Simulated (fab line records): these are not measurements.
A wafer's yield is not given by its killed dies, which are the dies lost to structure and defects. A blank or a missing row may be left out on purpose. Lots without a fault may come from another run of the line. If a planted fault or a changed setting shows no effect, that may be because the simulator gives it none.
fab line records | flow nand_harc | part 1 of 2: steps 1 to 24 of 33
record: lots: 5 wafers: 15 last_day: 24
route steps=1159 shown A_SGD_CUT@763 A_SLIT@779
lots with no fault: from the same line, run without faults
start_h: hours from the record's opening day to when the first of the lot's shown wafers began | wait_h: how many hours have passed since the lot's step before this one | " as in the row above | L1.1+2: one row covering several wafers at once | - either no value or no given start | * or withheld: withheld | < > ~ a bound
route shown NAME@n: a module of which the file shows steps, and the number in the route of the first | usual: mean/standard deviation of fault-free wafers | same: alike in all rows | chamber/n: place in a boat | sites: each site's reading | _std_site: standard deviation across them | _edge_site: inner sites' mean taken away from outer sites' mean | radius_mm: for every site, how far away it sits from the centre of the wafer | mask NAME#n: copy n | behind: the most recent tool/chamber to have shaped the wafer | hold: cause of the lot's hold/its duration in hours/its outcome | device: the transistor (n, p or np) that didn't switch | end of line: the route-end tests of the same wafers | where a step has no rows: the recipe by itself | killed: at the first sort, the dies lost to defects and structure; wafer yield is something else | map: a wafer's dies, x killed, . not, _ none there
set.NAME: setting as actually run; set.NAME@STEP: the setting as run at that earlier step | model.NAME: the simulator's own value behind a step, which no gauge read
certain route steps with their lots: each step a table, each wafer a row
services: when a tool's chamber went out of use (start_h, in hours from the record's first day, below 0 if earlier), for how many hours, and the reason
== steps ==
step: NHARC_A_SGD_CUT_ETCH_59
recipe: target_depth_a: 2600 over_etch_frac: 0.25 time_s: 406.25 ion_energy_ev: 200 n2_flow_sccm: 150 h2_flow_sccm: 150 ar_flow_sccm: 0 rf_w: 400 bias_w: 150 chemistry: N2/H2
usual: drypump_motor_current_A: 5.9/0.53 oes_product_au: 1.000/0.0073 rf_vpp_V: 431.0/2.3 showerhead_plenum_p_Torr: 2.06/0.079 throttle_valve_pct: 14.171/0.0092
columns lot.wafer tool chamber start_h wait_h drypump_motor_current_A oes_product_au rf_hours_counter_h rf_vpp_V showerhead_plenum_p_Torr throttle_valve_pct
L075.1 rie_diel-06 1 - - 5.4 0.992 7 431.8 2.03 14.172
L075.3 " 2 " " 6.4 1.001 7 431.3 2.13 14.165
L075.4 " 2 " " 6.4 1.010 - 431.8 2.13 14.175
L074.1 rie_diel-06 1 - - 5.4 0.994 7 430.0 2.03 14.164
L074.6 " 2 " " 6.3 0.998 - 433.0 2.13 14.150
L074.4 " 0 " " 5.9 0.997 - 427.3 1.93 14.179
L076.3 rie_diel-06 2 - - 6.4 0.993 8 434.4 2.13 14.171
L076.4 " 1 " " 5.4 0.995 - 430.9 2.03 14.170
L076.5 " 2 " " 6.4 1.002 - 432.0 2.13 14.162
L079.1 rie_diel-06 2 - - 6.4 1.007 10 433.8 2.13 14.167
L079.6 " 2 " " 6.4 0.997 - 432.2 2.13 14.168
L079.5 " 3 " " 5.3 1.007 - 430.3 2.03 14.174
L095.3 rie_diel-11 1 - - 6.5 1.000 7 430.1 2.06 14.178
L095.4 " 2 " " 6.0 0.993 8 433.5 2.15 14.175
L095.6 " 1 " " 6.6 0.992 - 432.4 2.06 14.165
step: NHARC_A_SGD_CUT_ETCH_15
recipe: target_depth_a: 750 time_s: 64.3 ch3f_flow_sccm: 50 o2_flow_sccm: 30 ar_flow_sccm: 200 rf_w: 500 bias_w: 100 chemistry: CH3F/O2
usual: drypump_motor_current_A: 6.0/0.53 oes_product_au: 0.960/0.017 rf_vpp_V: 264.0/1.6 showerhead_plenum_p_Torr: 2.48/0.088 throttle_valve_pct: 20.663/0.0087
columns lot.wafer tool chamber start_h wait_h drypump_motor_current_A oes_product_au rf_hours_counter_h rf_vpp_V showerhead_plenum_p_Torr throttle_valve_pct
L075.1 rie_diel-06 2 - - 6.4 0.971 7 267.6 2.56 20.663
L075.3 " 1 " " 5.4 0.957 7 263.6 2.44 20.680
L075.4 " 2 " " 6.4 0.964 - 266.2 2.56 20.671
L074.1 rie_diel-06 2 - - 6.4 0.937 7 265.3 2.56 20.645
L074.6 " 2 " " 6.4 0.946 - 265.3 2.56 20.662
L074.4 " 0 " " 5.9 0.945 - 263.0 2.33 20.674
L076.3 rie_diel-06 0 - - 5.9 0.956 8 263.4 2.33 20.653
L076.4 " 2 " " 6.4 0.951 - 266.4 2.56 20.659
L076.5 " 0 " " 5.9 0.945 - 261.6 2.33 20.675
L079.1 rie_diel-06 3 - - 5.4 0.956 4 263.2 2.45 20.665
L079.5 " 3 " " 5.4 0.953 - 263.4 2.45 20.662
L079.6 " 0 " " 5.9 0.957 - 262.2 2.33 20.658
L095.4 rie_diel-11 3 - - 5.4 0.983 9 262.1 2.40 20.675
L095.3 " 1 " " 6.6 0.967 8 264.2 2.48 20.649
L095.6 " 3 " " 5.4 0.977 - 263.0 2.40 20.663
step: NHARC_A_SGD_CUT_ETCH_16
recipe: target_depth_a: 3105 time_s: 155.2 c4f8_flow_sccm: withheld o2_flow_sccm: 8 ar_flow_sccm: withheld rf_w: 600 bias_w: 800 chemistry: C4F8/O2/Ar
usual: oes_product_au: 0.970/0.013 rf_vpp_V: 724/3.6
columns lot.wafer tool chamber start_h wait_h oes_product_au rf_hours_counter_h rf_vpp_V
L075.3 rie_diel-06 0 - - 0.990 6 719
L075.1 " 1 " " 0.984 7 723
L075.4 " 2 " " 0.981 - 727
L074.1 rie_diel-06 2 - - 0.965 7 728
L074.4 " 2 " " 0.959 - 727
L074.6 " 0 " " 0.968 - 718
L076.3 rie_diel-06 0 - - 0.962 8 718
L076.5 " 0 " " 0.974 - 718
L076.4 " 2 " " 0.966 - 729
L079.1 rie_diel-06 1 - - 0.961 11 722
L079.5 " 3 " " 0.973 - 724
L079.6 " 0 " " 0.974 - 717
L095.4 rie_diel-11 2 - - 0.983 8 729
L095.3 " 0 " " 0.969 9 719
L095.6 " 2 " " 0.982 - 729
step: NHARC_A_SGD_CUT_STRIP_60
recipe: c4f8_flow_sccm: withheld o2_flow_sccm: 8 ar_flow_sccm: withheld bias_w: 0 chemistry: C4F8/O2/Ar
columns lot.wafer tool chamber start_h wait_h
L075.3+1+4 rie_diel-06 0,2,1 - -
L074.1+4+6 rie_diel-06 2,0,1 - -
L076.3+4+5 rie_diel-06 2,1,2 - -
L079.1+6+5 rie_diel-06 1,2,3 - -
L095.3+4+6 rie_diel-11 1,3,0 - -
step: NHARC_A_SGD_CUT_STRIP_17
recipe: o2_flow_sccm: 500 ar_flow_sccm: 0 bias_w: 0 chemistry: O2
usual: drypump_motor_current_A: 6.0/0.53 oes_product_au: 0.998/0.0066 rf_vpp_V: 57.9/0.78 showerhead_plenum_p_Torr: 3.56/0.12 throttle_valve_pct: 17.037/0.0097
columns lot.wafer tool chamber start_h wait_h drypump_motor_current_A oes_product_au rf_hours_counter_h rf_vpp_V showerhead_plenum_p_Torr throttle_valve_pct
L075.1 rie_diel-06 1 - - 5.4 0.989 7 57.2 3.51 17.027
L075.3 " 2 " " 6.4 0.996 7 59.0 3.68 17.046
L075.4 " 1 " " 5.4 0.992 - 57.6 3.51 17.040
L074.1 rie_diel-06 1 - - 5.5 0.986 7 59.1 3.51 17.040
L074.4 " 2 " " 6.4 0.994 - 58.7 3.68 17.046
L074.6 " 0 " " 5.9 1.000 - 57.7 3.36 17.026
L076.3 rie_diel-06 0 - - 5.9 0.996 8 57.3 3.36 17.043
L076.5 " 2 " " 6.4 0.995 - 57.9 3.67 17.051
L076.4 " 0 " " 5.9 1.006 - 57.8 3.36 17.030
L079.1 rie_diel-06 1 - - 5.4 0.997 11 57.1 3.50 17.032
L079.6 " 1 " " 5.5 1.010 - 58.4 3.50 17.038
L079.5 " 2 " " 6.4 1.001 - 56.6 3.67 17.041
L095.4 rie_diel-11 3 - - 5.4 0.992 9 57.1 3.44 17.031
L095.3 " 2 " " 6.0 0.997 9 58.8 3.70 17.031
L095.6 " 0 " " 6.4 0.997 - 56.4 3.39 17.014
step: NHARC_A_SGD_CUT_PRECLEAN_18
recipe: time_s: * temp_c: 50 bath_age_min: 0 chemistry: SC1
usual: sc1_h2o2_end_mol_l: 0.3699/0.00067
columns lot.wafer tool chamber start_h wait_h sc1_h2o2_end_mol_l
L075.4 wet_bench-05 4 321.72 - 0.3689
L075.3 " 0 " " 0.3702
L075.1 " 1 " " 0.3686
L074.1 wet_bench-05 0 322.19 - 0.3694
L074.6 " 2 " " 0.3694
L074.4 " 3 " " 0.3695
L076.3 wet_bench-01 0 333.65 - 0.3695
L076.4 " 1 " " 0.3708
L076.5 " 5 " " 0.3691
L079.1 wet_bench-01 0 351.54 - 0.3695
L079.5 " 1 " " 0.3702
L079.6 " 2 " " 0.3697
L095.3 wet_bench-01 2 445.91 - 0.3701
L095.4 " 3 " " 0.3705
L095.6 " 5 " " 0.3708
step: NHARC_A_SGD_CUT_SRD_19
columns lot.wafer tool chamber start_h wait_h
L075.4+3+1 wet_bench-05 4,0,1 - -
L074.1+6+4 wet_bench-05 0,2,3 - -
L076.3+4+5 wet_bench-01 0,1,5 - -
L079.1+5+6 wet_bench-01 0,1,2 - -
L095.3+4+6 wet_bench-01 2,3,5 445.96 0.0
step: NHARC_A_SGD_CUT_DEP_20
recipe: target_thk_a: 1500 temp_c: 65 material: SiO2
columns lot.wafer tool chamber start_h wait_h
L075.1+3+4 fcvd-01 1,0,1 321.89 -
L074.1+4+6 fcvd-02 0,1,1 322.33 -
L076.4+3+5 fcvd-01 0,1,1 333.85 -
L079.1+6+5 fcvd-02 0,0,1 351.66 -
L095.4+3+6 fcvd-02 1,0,1 446.12 0.2
step: NHARC_A_SGD_CUT_ANNEAL_27
recipe: temp_c: 450 time_s: 1800
usual: spike_tc_bottom_C: 476.6/1.8 spike_tc_centre_C: 450.4/1.1
columns lot.wafer tool chamber start_h wait_h spike_tc_bottom_C spike_tc_centre_C
L074.1 furnace-06 0 325.85 3.5 474.9 450.5
L074.4 " 0 " " 476.0 449.9
L074.6 " 0 " " 474.2 451.3
L075.1 furnace-06 0 325.85 3.9 477.1 451.2
L075.3 " 0 " " 477.0 452.3
L075.4 " 0 " " 476.2 450.9
L076.3 furnace-06 0 336.45 2.6 475.1 449.8
L076.4 " 0 " " 476.0 451.6
L076.5 " 0 " " 474.7 451.7
L079.1 furnace-06 0 354.78 3.1 476.6 449.3
L079.5 " 0 " " 475.5 450.4
L079.6 " 0 " " 476.9 449.6
L095.3 furnace-06 0 448.78 2.6 475.4 450.4
L095.4 " 0 " " 474.8 451.1
L095.6 " 0 " " 476.5 451.8
step: NHARC_A_SGD_CUT_CMP_21
recipe: target_thk_nm: 148.19
usual: motor_current_A: 12.1/0.92 pad_life_wafers: 266/130 time_to_endpoint_s: 49.1/2.5
columns lot.wafer tool chamber start_h wait_h motor_current_A pad_life_wafers time_to_endpoint_s
L075.3 cmp-04 0 327.30 0.4 12.3 144 47.9
L075.4 " 1 " " 12.7 145 47.4
L075.1 " 3 " " 12.7 147 45.8
L074.1 cmp-03 1 327.30 0.4 11.2 372 52.5
L074.4 " 3 " " 11.6 374 50.5
L074.6 " 2 " " 11.9 - 50.1
L076.3 cmp-04 2 337.96 0.4 11.7 224 44.9
L076.4 " 3 " " 12.2 225 44.2
L076.5 " 1 " " 13.5 - 47.7
L079.1 cmp-04 0 356.26 0.4 12.6 313 53.6
L079.6 " 3 " " 12.8 - 50.4
L079.5 " 0 " " 11.7 - 51.4
L095.4 cmp-03 2 450.22 0.4 11.0 486 46.3
L095.3 " 0 " " 12.6 488 47.1
L095.6 " 3 " " 12.0 - 45.0
step: NHARC_A_SGD_CUT_THK_MEAS_22
recipe: thk_meas_gauge: ellipsometry
usual: thk_nm: 147.6/1.5
columns lot.wafer tool chamber start_h wait_h thk_nm
L075.1 film_metro-01 - 327.56 0.2 149.2
L075.3 " - " " 146.7
L075.4 " - " " 147.5
L074.1 film_metro-02 - 327.56 0.2 147.3
L074.4 " - " " 147.5
L074.6 " - " " 148.7
L076.3 film_metro-02 - 338.17 0.2 148.2
L076.4 " - " " 144.4
L076.5 " - " " 147.2
L079.1 film_metro-01 - 356.49 0.2 147.0
L079.5 " - " " 147.8
L079.6 " - " " 149.4
L095.3 film_metro-01 - 450.48 0.2 145.3
L095.4 " - " " 147.7
L095.6 " - " " 147.1
step: NHARC_A_SGD_CUT_SRD_23
columns lot.wafer tool chamber start_h wait_h
L074.6+1+4 wet_bench-09 5,6,0 327.60 0.0
L075.4+3+1 wet_bench-01 7,0,1 327.61 0.0
L076.5+3+4 wet_bench-05 4,7,0 338.21 0.0
L079.5+6+1 wet_bench-09 4,5,6 356.53 0.0
L095.6+4+3 wet_bench-05 5,6,0 450.52 0.0
step: NHARC_A_SGD_CUT_ETCH_26
recipe: target_depth_a: 458 chemistry: dHF material: SiO2
columns lot.wafer tool chamber start_h wait_h
L074.6+1+4 wet_bench-09 5,6,0 327.62 0.0
L075.4+3+1 wet_bench-01 7,0,1 327.63 0.0
L076.5+3+4 wet_bench-05 4,7,0 338.24 0.0
L079.5+6+1 wet_bench-09 4,5,6 356.56 0.0
L095.6+4+3 wet_bench-05 5,6,0 450.54 0.0
step: NHARC_A_SGD_CUT_ETCHBACK_24
recipe: target_depth_a: 500 over_etch_frac: 0.3 time_s: 92.857 ion_energy_ev: 120 ch3f_flow_sccm: 50 o2_flow_sccm: 30 ar_flow_sccm: 200 rf_w: 500 bias_w: 100 chemistry: CH3F/O2
usual: drypump_motor_current_A: 5.9/0.55 oes_product_au: 0.97/0.037 rf_vpp_V: 244.7/1.5 showerhead_plenum_p_Torr: 2.48/0.088 throttle_valve_pct: 20.663/0.0088
columns lot.wafer tool chamber start_h wait_h drypump_motor_current_A oes_product_au rf_hours_counter_h rf_vpp_V showerhead_plenum_p_Torr throttle_valve_pct
L075.1 rie_diel-11 0 327.79 0.1 6.4 1.00 16 241.9 2.36 20.656
L075.4 " 1 " " 6.6 0.99 16 245.2 2.49 20.661
L075.3 " 2 " " 6.0 0.99 16 247.1 2.59 20.655
L074.1 rie_diel-01 3 327.80 0.2 6.6 1.01 0 245.5 2.51 20.658
L074.4 " 1 " " 5.9 1.00 0 247.1 2.58 20.663
L074.6 " 2 " " 4.9 1.00 - 245.5 2.60 20.671
L076.3 rie_diel-01 1 338.39 0.1 5.8 1.00 2 245.7 2.57 20.667
L076.4 " 3 " " 6.7 1.00 1 244.4 2.51 20.670
L076.5 " 1 " " 5.8 1.00 - 245.9 2.58 20.656
L079.1 rie_diel-11 0 356.76 0.2 6.4 1.00 19 242.9 2.36 20.666
L079.5 " 1 " " 6.6 0.99 - 244.5 2.48 20.682
L079.6 " 2 " " 6.0 0.99 - 246.3 2.59 20.654
L095.3 rie_diel-06 2 450.73 0.2 6.3 0.99 2 244.7 2.56 20.662
L095.4 " 3 " " 5.4 0.99 2 245.4 2.44 20.672
L095.6 " 1 " " 5.5 1.00 - 243.4 2.44 20.670
step: NHARC_A_SGD_CUT_STRIP_28
recipe: time_s: 20 o2_flow_sccm: 500 ar_flow_sccm: 0 bias_w: 0 chemistry: O2
usual: drypump_motor_current_A: 5.9/0.57 oes_product_au: 1.000/0.0075 rf_vpp_V: 57.8/0.85 showerhead_plenum_p_Torr: 3.56/0.12 throttle_valve_pct: 17.035/0.01
columns lot.wafer tool chamber start_h wait_h drypump_motor_current_A oes_product_au rf_hours_counter_h rf_vpp_V showerhead_plenum_p_Torr throttle_valve_pct
L075.4 rie_diel-11 3 - - 5.4 1.002 15 56.8 3.45 17.043
L075.1 " 0 " " 6.4 0.994 16 57.5 3.40 17.041
L075.3 " 1 " " 6.6 0.992 16 56.3 3.57 17.025
L074.1 rie_diel-01 3 - - 6.7 1.008 0 58.4 3.60 17.026
L074.4 " 0 " " 6.5 0.997 0 57.5 3.62 17.053
L074.6 " 2 " " 4.9 1.007 - 58.0 3.72 17.051
L076.4 rie_diel-01 0 - - 6.5 0.997 2 58.8 3.62 17.027
L076.3 " 2 " " 4.9 1.003 1 59.5 3.72 17.040
L076.5 " 3 " " 6.7 1.001 - 58.5 3.60 17.039
L079.1 rie_diel-11 1 - - 6.6 0.992 20 56.4 3.56 17.043
L079.5 " 3 " " 5.4 0.997 - 57.5 3.45 17.026
L079.6 " 0 " " 6.5 0.987 - 57.2 3.39 17.022
L095.4 rie_diel-06 1 - - 5.5 1.001 2 57.8 3.50 17.043
L095.3 " 2 " " 6.4 0.997 2 57.5 3.67 17.039
L095.6 " 1 " " 5.4 1.000 - 57.5 3.50 17.040
step: NHARC_A_SGD_CUT_INSPECT_25
usual: raw_defect_count: 304/76
columns lot.wafer tool chamber start_h wait_h raw_defect_count
L075.1 defect_inspect-01 - 328.02 - 360
L075.3 " - " " 369
L075.4 " - " " 312
L074.1 defect_inspect-02 - 328.02 - 327
L074.4 " - " " 312
L074.6 " - " " 355
L076.3 defect_inspect-01 - 338.65 - 421
L076.4 " - " " 309
L076.5 " - " " 399
L079.1 defect_inspect-01 - 356.96 - 332
L079.5 " - " " 306
L079.6 " - " " 225
L095.3 defect_inspect-02 - 450.98 - 181
L095.4 " - " " 193
L095.6 " - " " 202
step: NHARC_A_SLIT_DEP_25
recipe: target_thk_a: 2000 temp_c: 400 pressure_torr: 6.5 rf_w: 900 teos_flow_sccm: 161.4 flow_sccm: 2650 target_thk_nm: 200 gas: O2 material: SiO2
usual: chamber_pressure_Torr: 6.500/0.013 heater_power_w: 582/100 throttle_valve_pct: 16.1/0.7
columns lot.wafer tool chamber start_h wait_h chamber_pressure_Torr heater_power_w throttle_valve_pct
L075.3 pecvd-02 1 328.09 0.1 6.497 701 18.0
L075.1 " 2 " " 6.479 560 15.9
L075.4 " 0 " " 6.486 674 16.9
L074.1 pecvd-03 1 328.09 0.1 6.502 667 15.1
L074.4 " 1 " " 6.515 668 14.9
L074.6 " 0 " " 6.497 491 16.0
L076.3 pecvd-03 1 339.07 0.4 6.490 651 15.3
L076.4 " 2 " " 6.504 514 16.1
L076.5 " 0 " " 6.506 589 15.7
L079.1 pecvd-02 1 357.06 0.1 6.491 698 16.5
L079.5 " 1 " " 6.480 708 16.7
L079.6 " 2 " " 6.518 632 15.8
L095.3 pecvd-03 1 451.12 0.1 6.496 601 15.0
L095.6 " 2 " " 6.505 549 16.2
L095.4 " 1 " " 6.508 611 15.0
step: NHARC_A_SLIT_DEP_00
recipe: target_thk_a: 32000 temp_c: 400 material: aC
usual: throttle_valve_pct: 34.999/0.0088
columns lot.wafer tool chamber start_h wait_h throttle_valve_pct
L074.1 acl_dep-01 0 329.73 - 35.004
L074.4 " 0 " " 35.004
L074.6 " 0 " " 34.993
L075.1 acl_dep-03 0 329.76 - 35.000
L075.3 " 0 " " 34.993
L075.4 " 0 " " 35.001
L076.3 acl_dep-03 0 339.98 - 35.002
L076.4 " 0 " " 35.004
L076.5 " 0 " " 34.998
L079.1 acl_dep-01 0 361.41 - 34.995
L079.5 " 0 362.71 - 34.996
L079.6 " 0 " " 34.993
L095.3 acl_dep-02 0 452.04 - 35.006
L095.4 " 0 " " 34.995
L095.6 " 0 " " 35.011
step: NHARC_A_SLIT_DEP_23
recipe: target_thk_a: 1000 target_thk_nm: 100 temp_c: 400 pressure_torr: 3.5 flow_sccm: 200 rf_w: 350 material: SiON
usual: chamber_pressure_Torr: 3.499/0.0074 heater_power_w: 746/87
columns lot.wafer tool chamber start_h wait_h chamber_pressure_Torr heater_power_w
L075.3 pecvd-03 1 331.76 1.0 3.507 867
L075.1 " 2 " " 3.498 702
L075.4 " 0 " " 3.509 699
L074.1 pecvd-01 2 331.77 1.7 3.501 620
L074.6 " 0 " " 3.492 669
L074.4 " 1 " " 3.504 630
L076.3 pecvd-03 2 341.49 1.2 3.494 700
L076.4 " 1 " " 3.491 844
L076.5 " 2 " " 3.493 674
L079.1 pecvd-03 2 363.44 1.7 3.499 653
L079.5 " 0 " " 3.498 760
L079.6 " 1 " " 3.495 830
L095.3 pecvd-03 0 453.42 1.0 3.505 718
L095.6 " 0 " " 3.507 737
L095.4 " 1 " " 3.506 833
step: NHARC_A_SLIT_DEHYDRATE_01
recipe: temp_c: 150 time_s: 120
columns lot.wafer tool chamber start_h wait_h
L074.1+4+6 litho_track-01 0 331.98 0.2
L075.1+3+4 litho_track-04 0 332.00 0.2
L076.3+4+5 litho_track-06 0 341.70 0.2
L079.1+5+6 litho_track-06 0 363.65 0.2
L095.3+4+6 litho_track-01 0 453.67 0.2
step: NHARC_A_SLIT_HMDS_02
recipe: time_s: 30
columns lot.wafer tool chamber start_h wait_h
L074.1+4+6 litho_track-01 0 - -
L075.1+3+4 litho_track-04 0 - -
L076.3+4+5 litho_track-06 0 - -
L079.1+5+6 litho_track-06 0 - -
L095.3+4+6 litho_track-01 0 - -
step: NHARC_A_SLIT_COAT_03
recipe: spin_rpm: 1500 resist_thk_nm: 90
usual: dispense_pressure_kPa: 44.1/2.6
columns lot.wafer tool chamber start_h wait_h dispense_pressure_kPa
L074.1 litho_track-01 0 - - 47.1
L074.4 " 0 " " 47.1
L074.6 " 0 " " 47.1
L075.1 litho_track-04 0 - - 43.7
L075.3 " 0 " " 43.7
L075.4 " 0 " " 43.8
L076.3 litho_track-06 0 - - 40.7
L076.4 " 0 " " 40.6
L076.5 " 0 " " 40.6
L079.1 litho_track-06 0 - - 40.6
L079.5 " 0 " " 40.6
L079.6 " 0 " " 40.6
L095.3 litho_track-01 0 - - 47.1
L095.4 " 0 " " 47.1
L095.6 " 0 " " 47.1
step: NHARC_A_SLIT_SOFTBAKE_04
recipe: temp_c: 105 time_s: 55
columns lot.wafer tool chamber start_h wait_h
L074.1+4+6 litho_track-01 0 - -
L075.1+3+4 litho_track-04 0 - -
L076.3+4+5 litho_track-06 0 - -
L079.1+5+6 litho_track-06 0 - -
L095.3+4+6 litho_track-01 0 - -
step: NHARC_A_SLIT_EBR_05
columns lot.wafer tool chamber start_h wait_h
L074.1+4+6 litho_track-01 0 - -
L075.1+3+4 litho_track-04 0 - -
L076.3+4+5 litho_track-06 0 - -
L079.1+5+6 litho_track-06 0 - -
L095.3+4+6 litho_track-01 0 - -
